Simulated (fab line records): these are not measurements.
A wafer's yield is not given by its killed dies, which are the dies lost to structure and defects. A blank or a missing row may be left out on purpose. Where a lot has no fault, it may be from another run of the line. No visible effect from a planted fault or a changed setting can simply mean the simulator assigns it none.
Chamber matching    flow n5_finfet    3 sister chambers for N5_BEOL_M0_SAQP_MANDREL_ETCH_103 on rie_si-02
The step etches a-Si in HBr/Cl2, stops on SiCN, target depth 45 nm, bt time 10 s, time 27 s. 3 wafers are shown with their chamber, then 6 later ones without.

## EACH WAFER AND ITS CHAMBER
wafer   chamber  oes_product_au (a.u.)
L081.5  0        0.669
L083.2  1        0.686
L083.4  2        0.698

## WAFERS WITH NO CHAMBER GIVEN
wafer   oes_product_au (a.u.)
L083.6  0.693
L091.1  0.685
L091.5  0.689
L091.6  0.690
L092.1  0.645
L092.4  0.692

## WHICH CHAMBER EACH WENT THROUGH
wafer   from the rows above           in truth
L083.6  can't be placed: 2 or 1 or 0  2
L091.1  can't be placed: 1 or 2 or 0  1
L091.5  can't be placed: 1 or 2 or 0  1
L091.6  can't be placed: 1 or 2 or 0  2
L092.1  can't be placed: 0 or 1       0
L092.4  can't be placed: 1 or 2 or 0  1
Correctly placed: 0 of 6. Not placeable from these rows: 6 (in 6, the candidates include the true chamber). 0 placed wrongly.
How it was worked out, from the rows above alone: a wafer's distance from a chamber is the root of the sum, over the readings, of the square of ((its reading less the chamber's mean) divided by the reading's scatter). The wafer belongs to the nearest chamber; if the next one is less than 2 further off, it can't be placed. A chamber's mean is the mean of its shown wafers. The scatter: root of mean squared gap, hidden wafer to nearest shown wafer, with one shown wafer a chamber.
